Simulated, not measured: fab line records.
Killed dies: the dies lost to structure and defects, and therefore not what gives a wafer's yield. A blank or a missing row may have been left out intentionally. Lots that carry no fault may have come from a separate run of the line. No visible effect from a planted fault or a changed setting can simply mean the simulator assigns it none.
Struck lot and sound lot, side by side | flow nand harc | 15 out of 1159 route steps
Sound: the wafers L537.2, L537.5, L537.6. Wafers struck: L527.3, L527.4, L527.6. At the end, the cause is stated.
Per side, at each step with rows, come the tool, then ch with its chambers, and then its first start. Under that, the readings that differ: sound wafers | struck wafers | difference of the means | sigmas: that difference in standard deviations of wafers without a fault.
alike: a reading whose means differ by less than 2 such deviations, as well as words and numbers matching on both sides. not compared: withheld readings; readings where some wafer has no value; bounds like >300 that might hide an equal value; numbers whose values overlap and for which the record gives no deviation.
Wherever a step has rows on one side only, a row that says differs or no value, or a row with sigmas, the two part there. Numbers that don't overlap but have no deviation are shown without sigmas and don't part them. A reading missing from all wafers of one side parts the sides only when that side holds two or more wafers.

first, 8 steps without rows for these wafers: NHARC_A_M0_HMDS_02 (time 30 s); NHARC_A_M0_COAT_33 (time 65 s); NHARC_A_M0_COAT_03 (resist thk 90 nm); NHARC_A_M0_SOFTBAKE_04 (time 55 s); NHARC_A_M0_EBR_05; NHARC_A_M0_EXPOSE_06 (exposes mask A M0, target cd 80 nm); NHARC_A_M0_PEB_07 (peb time 65 s); NHARC_A_M0_DEVELOP_08 (develop time 35 s).
NHARC_A_M0_CD_MEAS_09: target cd 80 nm.
  sound on cd sem-01 ch 0, day 22 09:26; struck on cd sem-02 ch 0, day 19 21:31
  alike: cd nm
NHARC_A_M0_OVL_MEAS_10: pitch 160 nm.
  sound on overlay-01 at day 22 09:32; struck on overlay-02 at day 19 21:36
  alike: overlay x nm, overlay y nm
NHARC_A_M0_INSPECT_11:
  sound on defect inspect-02 at day 22 09:34; struck on defect inspect-02 at day 19 21:38
  alike: raw defect count
NHARC_A_M0_DESCUM_14: chemistry O2, time 3 s.
  sound on rie diel-07 ch 1,2, day 22 09:38; struck on rie diel-02 ch 0,1, day 19 21:41
  alike: drypump motor current A, oes product au, rf vpp V, showerhead plenum p Torr, throttle valve pct
  not compared: rf hours counter h
NHARC_A_M0_ETCH_34: etches the open film in N2/H2, target depth 40 nm, overetch 12 nm, time 43.94 s.
  sound on rie diel-07 ch 2,3, day 22 09:44; struck on rie diel-02 ch 0,1,2, day 19 21:47
  no value came back on the struck wafers for any of 7 readings (bias w (W), chamber pressure mTorr (mTorr) and others); on the sound wafers bias w (W) reads 150.3 151.0 150.4
  not compared: rf hours counter h
NHARC_A_M0_ETCH_15: etches the open film in C4F8/Ar, target depth 150 nm, overetch 15 nm, time 82.5 s.
  sound on rie diel-07 ch 1,2,3; struck on rie diel-02 ch 1,3, day 19 21:52
  alike: bias w, chamber pressure mTorr, oes product au, rf vpp V
  not compared: rf hours counter h
NHARC_END_SORT_01:
  sound on prober-02 ch 0, day 24 06:35; struck on prober-02 ch 0, day 21 15:35
  reading                  | sound          | struck         | difference | sigmas
  defect limited yield (%) | 94.8 93.9 95.4 | 0 0 0          | -95        | -73
  killed at array          | 31 37 28       | 675 670 673    | +641       | +80
  killed dies              | 35 41 31       | 677 677 677    | +641       | +73
  sort_bin_2_pct (%)       | 1.9 2.5 2.1    | 96.9 95.9 96.0 | +94.1      | +99 or more
  sort n pass              | 642 636 646    | 0 0 0          | -641       | -73
  sort rim yield pct (%)   | 94.3 93.4 91.5 | 0 0 0          | -93        | -34
  sort yield pct (%)       | 94.8 93.9 95.4 | 0 0 0          | -95        | -73
  alike: killed at other, killed at periphery, killed open, killed short, sort_bin_3_pct, sort_bin_4_pct

## WHERE THEY PART
Earliest at NHARC_A_M0_ETCH_34; latest, in this record, at NHARC_END_SORT_01.

WHY: what the simulator had put in
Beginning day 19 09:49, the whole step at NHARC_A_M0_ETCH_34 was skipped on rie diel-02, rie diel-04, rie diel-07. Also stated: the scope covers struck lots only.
